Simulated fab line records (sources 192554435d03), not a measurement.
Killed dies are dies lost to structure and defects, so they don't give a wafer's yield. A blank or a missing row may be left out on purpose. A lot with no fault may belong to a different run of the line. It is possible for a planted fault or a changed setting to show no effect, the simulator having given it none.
Matching of chambers -- flow n5Finfet -- N5_GATE_CUT_ETCH_37 on rieDiel-06 has 4 sister chambers
The step etches SOC in N2/H2, target depth 60 nm, overetch 12 nm, time 90 s. 8 wafers are shown with their chamber, then 7 later ones without.

== WAFERS WITH THEIR CHAMBER ==
wafer,chamber,drypumpMotorCurrentA (A),throttleValvePct (%)
L074.6,3,6.2,17.71
L076.6,1,5.7,17.99
L078.2,2,6.1,17.86
L079.1,2,6.0,17.86
L079.4,1,5.7,18.00
L079.6,0,5.2,17.46
L089.1,3,6.2,17.76
L089.5,0,5.2,17.52

== WAFERS WHOSE CHAMBER IS MISSING ==
wafer,drypumpMotorCurrentA (A),throttleValvePct (%)
L089.6,6.2,17.78
L092.1,5.2,17.54
L092.2,5.7,18.04
L092.3,6.2,17.75
L097.2,6.2,17.79
L097.3,5.2,17.55
L097.5,5.7,18.08

== THE CHAMBER EACH PASSED THROUGH ==
wafer,from the rows above,in truth
L089.6,3,3
L092.1,0,0
L092.2,1,1
L092.3,3,3
L097.2,3,3
L097.3,0,0
L097.5,1,1
Correct placement for 7 of the 7. Left unplaced by these rows: 0. 0 placed wrongly.
How it was worked out, from the rows above alone: a wafer's distance from a chamber is the root of the sum, over the readings, of the square of ((its reading less the chamber's mean) divided by the reading's scatter). The wafer belongs to the nearest chamber; if the next one is less than 2 further off, it can't be placed. Each chamber's mean is taken over the wafers shown for it. The scatter: the root of (the sum of the squares of (reading less its chamber's mean) over the shown wafers, divided by (wafers less chambers)).
